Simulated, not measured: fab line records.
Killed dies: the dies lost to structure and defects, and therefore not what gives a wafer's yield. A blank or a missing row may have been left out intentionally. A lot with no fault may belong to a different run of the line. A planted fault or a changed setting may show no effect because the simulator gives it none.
fab line records + flow nand-harc
[record]
- lots = 11
- wafers = 33
- last-day = 32
route steps=1302 shown P_ZERO_WELL@12 P_STI@83
lots that met no fault: from a run of the same line without faults
start-h: hours from the record's opening day to when the first of the lot's shown wafers began + wait-h: hours since the lot's step before + " the same as in the row above + L1.1+2: several wafers, shown together as one row + - no value, or no start was given + * or withheld: withheld + < > ~ a bound
route shown NAME@n: NAME is a module with steps in the file, n the number in the route of the first one + usual: mean/standard deviation taken from wafers without a fault + same: alike in all rows + chamber/n: place in a boat + sites: each site's reading + _std_site: the standard deviation of these + _edge_site: mean of outer sites minus mean of inner sites + radius-mm: for every site, how far away it sits from the centre of the wafer + mask NAME#n: copy n + behind: the last tool/chamber to shape the wafer + hold: what put the lot on hold/how long, in hours/how the hold closed + device: names the non-switching transistor (n, p or np) + end of line: the route-end tests of the same wafers + a step given without rows: its recipe and nothing more + killed: dies lost to structure and defects at the first sort, not the wafer's yield + map: the dies of a wafer, with x for killed, . for not killed, _ for no die there
set.NAME: the setting that was run; set.NAME@STEP: the one run at that earlier step + model.NAME: the simulator's own value behind a step, which no gauge read
the route's steps for a sample of lots (tables are steps, rows are wafers)
services: the hour from which a tool's chamber was out of use, counted from the record's first day as start-h (under 0 if before that day), plus the number of hours and why
[[steps]]
[step NHARC_P_ZERO_WELL_PEB_09]
[recipe]
- peb-temp-c = 128
- peb-time-s = 80
[usual]
- heater-power-total-W = 189.7/0.8
- plate-temp-C = 127.98/0.12
| lot.wafer | tool           | chamber | start-h | wait-h | heater-power-total-W | plate-temp-C |
|-----------|----------------|---------|---------|--------|----------------------|--------------|
| L793.2    | litho-track-07 | 0       | 21.22   | 0.1    | 189.4                | 127.82       |
| L793.5    | "              | 0       | "       | "      | 190.0                | 128.05       |
| L793.6    | "              | 0       | "       | "      | 190.8                | 128.06       |
| L794.1    | litho-track-05 | 0       | 31.12   | 0.1    | 188.9                | 127.90       |
| L794.4    | "              | 0       | "       | "      | 189.6                | 127.69       |
| L794.5    | "              | 0       | "       | "      | 189.5                | 127.93       |
| L795.1    | litho-track-05 | 0       | 41.03   | 0.1    | 190.4                | 128.04       |
| L795.3    | "              | 0       | "       | "      | 190.2                | 128.07       |
| L795.5    | "              | 0       | "       | "      | 190.7                | 127.97       |
| L796.1    | litho-track-05 | 0       | 51.04   | 0.1    | 189.3                | 127.91       |
| L796.3    | "              | 0       | "       | "      | 189.8                | 128.17       |
| L796.6    | "              | 0       | "       | "      | 189.5                | 128.00       |
| L797.4    | litho-track-07 | 0       | 61.16   | 0.0    | 190.7                | 128.18       |
| L797.5    | "              | 0       | "       | "      | 189.5                | 127.88       |
| L797.6    | "              | 0       | "       | "      | 189.5                | 127.94       |
| L798.1    | litho-track-05 | 0       | 71.17   | 0.1    | 190.8                | 128.05       |
| L798.3    | "              | 0       | "       | "      | 189.4                | 127.95       |
| L798.5    | "              | 0       | "       | "      | 189.1                | 127.89       |
| L799.3    | litho-track-03 | 0       | 81.15   | 0.1    | 188.6                | 128.03       |
| L799.4    | "              | 0       | "       | "      | 190.8                | 128.01       |
| L799.5    | "              | 0       | "       | "      | 189.5                | 127.85       |
| L802.2    | litho-track-05 | 0       | 111.03  | 0.1    | 189.5                | 127.98       |
| L802.3    | "              | 0       | "       | "      | 189.1                | 127.99       |
| L802.5    | "              | 0       | "       | "      | 188.9                | 127.86       |
| L809.1    | litho-track-05 | 0       | 181.15  | 0.1    | 198.0                | 132.30       |
| L809.5    | "              | 0       | "       | "      | 197.6                | 132.42       |
| L809.6    | "              | 0       | "       | "      | 199.8                | 132.39       |
| L811.1    | litho-track-05 | 0       | 201.15  | 0.1    | 198.3                | 132.63       |
| L811.2    | "              | 0       | "       | "      | 199.2                | 132.59       |
| L811.5    | "              | 0       | "       | "      | 199.3                | 132.70       |
| L815.1    | litho-track-03 | 0       | 241.03  | 0.1    | 189.3                | 128.21       |
| L815.4    | "              | 0       | "       | "      | 190.6                | 128.10       |
| L815.5    | "              | 0       | "       | "      | 190.4                | 128.13       |
[step NHARC_P_ZERO_WELL_CD_MEAS_11]
[recipe]
- target-cd-nm = 500
- landing-energy-ev = 500
[usual]
- cd-nm = 499.6/2
| lot.wafer | tool      | chamber | start-h | wait-h | cd-nm |
|-----------|-----------|---------|---------|--------|-------|
| L793.2    | cd-sem-02 | 0       | 21.31   | -      | 501.6 |
| L793.5    | "         | 0       | "       | "      | 502.3 |
| L793.6    | "         | 0       | "       | "      | 502.3 |
| L794.1    | cd-sem-02 | 0       | 31.21   | -      | 499.3 |
| L794.4    | "         | 0       | "       | "      | 499.7 |
| L794.5    | "         | 0       | "       | "      | 497.8 |
| L795.1    | cd-sem-02 | 0       | 41.11   | -      | 499.7 |
| L795.3    | "         | 0       | "       | "      | 494.1 |
| L795.5    | "         | 0       | "       | "      | 499.6 |
| L796.1    | cd-sem-01 | 0       | 51.12   | -      | 502.2 |
| L796.3    | "         | 0       | "       | "      | 499.4 |
| L796.6    | "         | 0       | "       | "      | 500.8 |
| L797.4    | cd-sem-01 | 0       | 61.25   | -      | 500.4 |
| L797.5    | "         | 0       | "       | "      | 497.9 |
| L797.6    | "         | 0       | "       | "      | 502.1 |
| L798.1    | cd-sem-01 | 0       | 71.25   | -      | 501.3 |
| L798.3    | "         | 0       | "       | "      | 498.7 |
| L798.5    | "         | 0       | "       | "      | 499.8 |
| L799.3    | cd-sem-02 | 0       | 81.24   | -      | 498.9 |
| L799.4    | "         | 0       | "       | "      | 500.1 |
| L799.5    | "         | 0       | "       | "      | 498.9 |
| L802.2    | cd-sem-01 | 0       | 111.12  | -      | 501.6 |
| L802.3    | "         | 0       | "       | "      | 499.6 |
| L802.5    | "         | 0       | "       | "      | 502.1 |
| L809.1    | cd-sem-01 | 0       | 181.24  | -      | 521.4 |
| L809.5    | "         | 0       | "       | "      | 523.0 |
| L809.6    | "         | 0       | "       | "      | 524.6 |
| L811.1    | cd-sem-01 | 0       | 201.24  | -      | 519.9 |
| L811.2    | "         | 0       | "       | "      | 521.5 |
| L811.5    | "         | 0       | "       | "      | 519.3 |
| L815.1    | cd-sem-03 | 0       | 241.12  | -      | 501.2 |
| L815.4    | "         | 0       | "       | "      | 499.6 |
| L815.5    | "         | 0       | "       | "      | 500.9 |
[step NHARC_P_STI_CD_MEAS_09]
[recipe]
- target-cd-nm = 200
- landing-energy-ev = 500
[usual]
- cd-nm = 199.9/2.6
| lot.wafer | tool      | chamber | start-h | wait-h | cd-nm |
|-----------|-----------|---------|---------|--------|-------|
| L793.2    | cd-sem-02 | 0       | 44.48   | -      | 199.4 |
| L793.5    | "         | 0       | "       | "      | 196.2 |
| L793.6    | "         | 0       | "       | "      | 199.9 |
| L794.1    | cd-sem-03 | 0       | 56.38   | -      | 200.7 |
| L794.4    | "         | 0       | "       | "      | 199.4 |
| L794.5    | "         | 0       | "       | "      | 197.6 |
| L795.1    | cd-sem-01 | 0       | 67.43   | -      | 199.6 |
| L795.3    | "         | 0       | "       | "      | 201.3 |
| L795.5    | "         | 0       | "       | "      | 197.3 |
| L796.1    | cd-sem-02 | 0       | 75.38   | -      | 199.2 |
| L796.3    | "         | 0       | "       | "      | 195.6 |
| L796.6    | "         | 0       | "       | "      | 202.4 |
| L797.4    | cd-sem-02 | 0       | 83.49   | -      | 201.9 |
| L797.5    | "         | 0       | "       | "      | 199.4 |
| L797.6    | "         | 0       | "       | "      | 203.2 |
| L798.1    | cd-sem-02 | 0       | 93.68   | -      | 203.3 |
| L798.3    | "         | 0       | "       | "      | 204.2 |
| L798.5    | "         | 0       | "       | "      | 203.0 |
| L799.3    | cd-sem-03 | 0       | 102.10  | -      | 199.4 |
| L799.4    | "         | 0       | "       | "      | 202.6 |
| L799.5    | "         | 0       | "       | "      | 201.4 |
| L802.2    | cd-sem-02 | 0       | 134.43  | -      | 197.6 |
| L802.3    | "         | 0       | "       | "      | 196.2 |
| L802.5    | "         | 0       | "       | "      | 197.8 |
| L809.1    | cd-sem-03 | 0       | 205.05  | -      | 199.5 |
| L809.5    | "         | 0       | "       | "      | 192.9 |
| L809.6    | "         | 0       | "       | "      | 199.0 |
| L811.1    | cd-sem-02 | 0       | 227.15  | -      | 199.5 |
| L811.2    | "         | 0       | "       | "      | 201.6 |
| L811.5    | "         | 0       | "       | "      | 199.5 |
| L815.1    | cd-sem-02 | 0       | 262.02  | -      | 203.8 |
| L815.4    | "         | 0       | "       | "      | 200.0 |
| L815.5    | "         | 0       | "       | "      | 199.8 |
[step NHARC_P_STI_DESCUM_14]
[recipe]
- time-s = 3
- o2-flow-sccm = 200
- ar-flow-sccm = 0
- bias-power-w = 0
- chemistry = O2
[usual]
- drypump-motor-current-A = 6.1/0.45
- mfc-ar-sccm = 0.012/0.016
- oes-product-au = 0.999/0.011
- rf-vpp-V = 57.8/0.86
- showerhead-plenum-p-Torr = 1.92/0.09
- throttle-valve-pct = 11.311/0.0087
| lot.wafer | tool        | chamber | start-h | wait-h | drypump-motor-current-A | mfc-ar-sccm | oes-product-au | rf-hours-counter-h | rf-vpp-V | showerhead-plenum-p-Torr | throttle-valve-pct |
|-----------|-------------|---------|---------|--------|-------------------------|-------------|----------------|--------------------|----------|--------------------------|--------------------|
| L793.2    | rie-diel-07 | 0       | 44.74   | -      | 5.7                     | 0.039       | 1.001          | 8                  | 57.6     | 1.88                     | 11.321             |
| L793.6    | "           | 0       | "       | "      | 5.7                     | 0.039       | 1.001          | -                  | 56.5     | 1.88                     | 11.306             |
| L793.5    | "           | 1       | "       | "      | 6.2                     | 0.017       | 1.014          | -                  | 56.7     | 1.79                     | 11.319             |
| L794.4    | rie-diel-12 | 3       | 56.66   | -      | 6.4                     | 0.011       | 1.003          | 5                  | 57.1     | 2.07                     | 11.303             |
| L794.1    | "           | 1       | "       | "      | 6.6                     | 0           | 0.986          | 5                  | 58.0     | 2.01                     | 11.320             |
| L794.5    | "           | 3       | "       | "      | 6.4                     | 0.011       | 0.997          | -                  | 58.7     | 2.07                     | 11.291             |
| L795.1    | rie-diel-07 | 2       | 67.71   | -      | 5.9                     | 0           | 0.995          | 9                  | 59.4     | 1.93                     | 11.313             |
| L795.3    | "           | 3       | "       | "      | 6.6                     | 0           | 1.014          | 10                 | 57.9     | 1.92                     | 11.323             |
| L795.5    | "           | 1       | "       | "      | 6.2                     | 0.017       | 1.016          | -                  | 59.0     | 1.79                     | 11.306             |
| L796.1    | rie-diel-12 | 3       | 75.64   | -      | 6.4                     | 0.011       | 1.007          | 6                  | 58.3     | 2.07                     | 11.304             |
| L796.3    | "           | 2       | "       | "      | 5.2                     | 0.039       | 1.010          | 6                  | 58.2     | 2.05                     | 11.326             |
| L796.6    | "           | 0       | "       | "      | 6.5                     | 0           | 1.015          | -                  | 56.5     | 1.79                     | 11.311             |
| L797.4    | rie-diel-07 | 1       | 83.76   | -      | 6.1                     | 0.017       | 1.026          | 11                 | 57.7     | 1.79                     | 11.310             |
| L797.5    | "           | 3       | "       | "      | 6.6                     | 0           | 1.019          | -                  | 58.1     | 1.92                     | 11.291             |
| L797.6    | "           | 0       | "       | "      | 5.7                     | 0.039       | 1.007          | -                  | 56.9     | 1.88                     | 11.299             |
| L798.1    | rie-diel-02 | 0       | 93.94   | -      | 6.6                     | 0           | 0.992          | 2                  | 58.3     | 1.90                     | 11.306             |
| L798.3    | "           | 2       | "       | "      | 6.2                     | 0.001       | 0.996          | 2                  | 56.1     | 1.95                     | 11.304             |
| L798.5    | "           | 0       | "       | "      | 6.6                     | 0           | 0.999          | -                  | 57.6     | 1.90                     | 11.316             |
| L799.4    | rie-diel-07 | 3       | 102.36  | -      | 6.6                     | 0           | 1.022          | 12                 | 59.2     | 1.92                     | 11.315             |
| L799.3    | "           | 0       | "       | "      | 5.7                     | 0.039       | 1.000          | 12                 | 57.7     | 1.88                     | 11.311             |
| L799.5    | "           | 0       | "       | "      | 5.7                     | 0.039       | 0.999          | -                  | 58.2     | 1.88                     | 11.308             |
| L802.2    | rie-diel-07 | 3       | 134.69  | -      | 6.6                     | 0           | 1.007          | 1                  | 57.8     | 1.92                     | 11.304             |
| L802.3    | "           | 1       | "       | "      | 6.2                     | 0.017       | 1.000          | 1                  | 56.5     | 1.79                     | 11.301             |
| L802.5    | "           | 0       | "       | "      | 5.7                     | 0.039       | 1.002          | -                  | 57.2     | 1.88                     | 11.297             |
| L809.1    | rie-diel-07 | 3       | 205.32  | -      | 6.6                     | 0           | 1.011          | 8                  | 57.5     | 1.92                     | 11.293             |
| L809.6    | "           | 2       | "       | "      | 6.0                     | 0           | 0.985          | -                  | 58.1     | 1.93                     | 11.308             |
| L809.5    | "           | 3       | "       | "      | 6.6                     | 0           | 1.008          | -                  | 58.2     | 1.92                     | 11.295             |
| L811.2    | rie-diel-02 | 3       | 227.42  | -      | 6.1                     | 0.037       | 1.005          | 0                  | 57.8     | 1.83                     | 11.314             |
| L811.1    | "           | 1       | "       | "      | 5.7                     | 0           | 0.988          | 0                  | 57.1     | 1.89                     | 11.313             |
| L811.5    | "           | 2       | "       | "      | 6.3                     | 0.001       | 0.990          | -                  | 58.4     | 1.95                     | 11.323             |
| L815.1    | rie-diel-02 | 2       | 262.30  | -      | 6.3                     | 0.001       | 1.003          | 2                  | 56.2     | 1.95                     | 11.301             |
| L815.4    | "           | 3       | "       | "      | 6.1                     | 0.037       | 1.006          | 3                  | 56.9     | 1.83                     | 11.313             |
| L815.5    | "           | 0       | "       | "      | 6.6                     | 0           | 0.987          | -                  | 57.0     | 1.90                     | 11.308             |
[step NHARC_P_STI_ETCH_42]
[recipe]
- target-depth-a = 800
- overetch-a = 240
- time-s = 61
- ion-energy-ev = 200
- n2-flow-sccm = 150
- h2-flow-sccm = 150
- ar-flow-sccm = 0
- rf-w = 400
- bias-w = 150
- chemistry = N2/H2
[usual]
- drypump-motor-current-A = 6.1/0.43
- mfc-ar-sccm = 0.012/0.016
- oes-product-au = 0.999/0.011
- rf-vpp-V = 431/3
- showerhead-plenum-p-Torr = 2.05/0.1
- throttle-valve-pct = 14.172/0.0095
| lot.wafer | tool        | chamber | start-h | wait-h | drypump-motor-current-A | mfc-ar-sccm | oes-product-au | rf-hours-counter-h | rf-vpp-V | showerhead-plenum-p-Torr | throttle-valve-pct |
|-----------|-------------|---------|---------|--------|-------------------------|-------------|----------------|--------------------|----------|--------------------------|--------------------|
| L793.2    | rie-diel-07 | 3       | 44.85   | 0.1    | 6.6                     | 0           | 1.017          | 8                  | 431      | 2.05                     | 14.167             |
| L793.5    | "           | 0       | "       | "      | 5.7                     | 0.039       | 1.000          | -                  | 431      | 2.00                     | 14.186             |
| L793.6    | "           | 1       | "       | "      | 6.2                     | 0.017       | 1.014          | -                  | 425      | 1.90                     | 14.183             |
| L794.1    | rie-diel-12 | 3       | 56.74   | 0.1    | 6.4                     | 0.011       | 1.002          | 5                  | 435      | 2.21                     | 14.167             |
| L794.4    | "           | 0       | "       | "      | 6.5                     | 0           | 1.006          | 4                  | 426      | 1.90                     | 14.174             |
| L794.5    | "           | 3       | "       | "      | 6.4                     | 0.011       | 1.000          | -                  | 436      | 2.21                     | 14.172             |
| L795.3    | rie-diel-07 | 1       | 67.79   | 0.1    | 6.2                     | 0.017       | 1.011          | 10                 | 426      | 1.90                     | 14.157             |
| L795.1    | "           | 2       | "       | "      | 6.0                     | 0           | 0.993          | 9                  | 432      | 2.06                     | 14.165             |
| L795.5    | "           | 0       | "       | "      | 5.7                     | 0.039       | 0.993          | -                  | 428      | 2.00                     | 14.151             |
| L796.1    | rie-diel-12 | 2       | 75.73   | 0.1    | 5.2                     | 0.039       | 0.986          | 6                  | 434      | 2.19                     | 14.172             |
| L796.3    | "           | 1       | "       | "      | 6.6                     | 0           | 0.984          | 6                  | 434      | 2.14                     | 14.171             |
| L796.6    | "           | 2       | "       | "      | 5.2                     | 0.039       | 1.008          | -                  | 434      | 2.19                     | 14.184             |
| L797.4    | rie-diel-07 | 1       | 83.83   | 0.1    | 6.1                     | 0.017       | 1.024          | 11                 | 427      | 1.90                     | 14.172             |
| L797.5    | "           | 1       | "       | "      | 6.2                     | 0.017       | 1.025          | -                  | 425      | 1.90                     | 14.164             |
| L797.6    | "           | 2       | "       | "      | 6.0                     | 0           | 1.003          | -                  | 429      | 2.06                     | 14.181             |
| L798.3    | rie-diel-02 | 2       | 94.03   | 0.1    | 6.3                     | 0.001       | 0.998          | 2                  | 432      | 2.08                     | 14.167             |
| L798.1    | "           | 0       | "       | "      | 6.6                     | 0           | 1.006          | 2                  | 430      | 2.03                     | 14.187             |
| L798.5    | "           | 1       | "       | "      | 5.8                     | 0           | 1.000          | -                  | 430      | 2.01                     | 14.169             |
| L799.3    | rie-diel-07 | 2       | 102.45  | 0.1    | 6.0                     | 0           | 1.002          | 11                 | 432      | 2.06                     | 14.182             |
| L799.4    | "           | 3       | "       | "      | 6.6                     | 0           | 1.030          | 12                 | 430      | 2.05                     | 14.178             |
| L799.5    | "           | 1       | "       | "      | 6.2                     | 0.017       | 1.025          | -                  | 428      | 1.90                     | 14.163             |
| L802.3    | rie-diel-07 | 3       | 134.78  | 0.1    | 6.6                     | 0           | 1.004          | 1                  | 430      | 2.05                     | 14.165             |
| L802.2    | "           | 0       | "       | "      | 5.7                     | 0.039       | 0.996          | 1                  | 429      | 2.00                     | 14.177             |
| L802.5    | "           | 1       | "       | "      | 6.1                     | 0.017       | 0.999          | -                  | 427      | 1.90                     | 14.182             |
| L809.1    | rie-diel-07 | 3       | 205.41  | 0.1    | 6.6                     | 0           | 1.003          | 8                  | 430      | 2.04                     | 14.180             |
| L809.6    | "           | 1       | "       | "      | 6.1                     | 0.017       | 0.996          | -                  | 425      | 1.90                     | 14.175             |
| L809.5    | "           | 2       | "       | "      | 6.0                     | 0           | 0.996          | -                  | 431      | 2.05                     | 14.173             |
| L811.2    | rie-diel-02 | 3       | 227.50  | 0.1    | 6.1                     | 0.037       | 1.010          | 0                  | 428      | 1.95                     | 14.158             |
| L811.1    | "           | 1       | "       | "      | 5.7                     | 0           | 0.985          | 0                  | 431      | 2.01                     | 14.176             |
| L811.5    | "           | 0       | "       | "      | 6.6                     | 0           | 0.980          | -                  | 430      | 2.03                     | 14.178             |
| L815.4    | rie-diel-02 | 0       | 262.37  | 0.1    | 6.6                     | 0           | 0.996          | 3                  | 431      | 2.02                     | 14.166             |
| L815.1    | "           | 1       | "       | "      | 5.8                     | 0           | 0.976          | 2                  | 430      | 2.01                     | 14.179             |
| L815.5    | "           | 3       | "       | "      | 6.0                     | 0.037       | 1.011          | -                  | 427      | 1.95                     | 14.166             |
[[services]]
| tool           | chamber | start-h | hours | kind   |
|----------------|---------|---------|-------|--------|
| rie-diel-07    | 0       | -1.75   | -     | clean  |
| rie-diel-07    | 1       | -1.75   | -     | clean  |
| rie-diel-07    | 2       | -1.75   | -     | clean  |
| rie-diel-07    | 3       | -1.75   | -     | clean  |
| rie-diel-12    | 2       | 4.51    | 4.8   | repair |
| rie-diel-07    | 0       | 6.01    | 2.9   | repair |
| rie-diel-07    | 0       | 22.75   | -     | clean  |
| rie-diel-07    | 1       | 22.75   | -     | clean  |
| rie-diel-07    | 2       | 36.99   | 11.2  | repair |
| rie-diel-02    | -       | 39.70   | 9.0   | pm     |
| litho-track-07 | -       | 76.00   | 7.0   | pm     |
| rie-diel-12    | 3       | 80.96   | 8.8   | repair |
| rie-diel-12    | -       | 91.44   | 9.0   | pm     |
| litho-track-03 | -       | 100.01  | 7.0   | pm     |
| rie-diel-07    | -       | 117.25  | 9.0   | pm     |
| rie-diel-02    | 1       | 123.17  | 6.3   | repair |
| litho-track-05 | -       | 124.00  | 7.0   | pm     |
| rie-diel-07    | 2       | 137.96  | 6.3   | repair |
| rie-diel-07    | 0       | 143.14  | 15.0  | repair |
| rie-diel-12    | 2       | 157.21  | 14.8  | repair |
| rie-diel-02    | -       | 216.70  | 9.0   | pm     |
| rie-diel-07    | 3       | 242.98  | 24.6  | repair |
| rie-diel-12    | 0       | 247.12  | 9.7   | repair |
| litho-track-07 | -       | 251.00  | 7.0   | pm     |
[[key]]
[first-sign]
- step = NHARC_P_ZERO_WELL_PEB_09
- reading = plate-temp-C
- direction = up
- sigmas = 37
- usual = *
- struck = *
[effect]
- step = NHARC_P_ZERO_WELL_PEB_09
- reading = heater-power-total-W
- direction = up
- sigmas = 11
- usual = *
- struck = *
[effect]
- step = NHARC_P_ZERO_WELL_CD_MEAS_11
- reading = cd-nm
- direction = up
- sigmas = 11
- usual = 499.6
- struck = 521.6
- through = control-loop
met-at NHARC_P_ZERO_WELL_PEB_09
struck-lots L809,L811
tester-left-out L809,L811
[loop-trim]
- step = NHARC_P_ZERO_WELL_EXPOSE_08
- setting = dose
- lots = L811
not-acting-at NHARC_P_STI_CD_MEAS_09,NHARC_P_STI_DESCUM_14,NHARC_P_STI_ETCH_42
onset-between 111.03 181.15
[fault]
- kind = process-parameter-drift
- tool = litho-track-05
- chamber = -
- onset-h = 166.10
- steps = NHARC_P_ZERO_WELL_PEB_09
- channel = peb-temp-c
- offset = *
- shape = step
- end-h = 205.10
- acts-in = *
- stated = *
// tester-left-out: of these lots the tester's yield and bins aren't shown, on N5 and GAA mostly nor the transistor test; their killed dies are dies lost to structure and defects alone, not to doping, threshold or leakage, so they don't give the yield
// loop-trim: a control loop set the setting to another value than it would have without faults
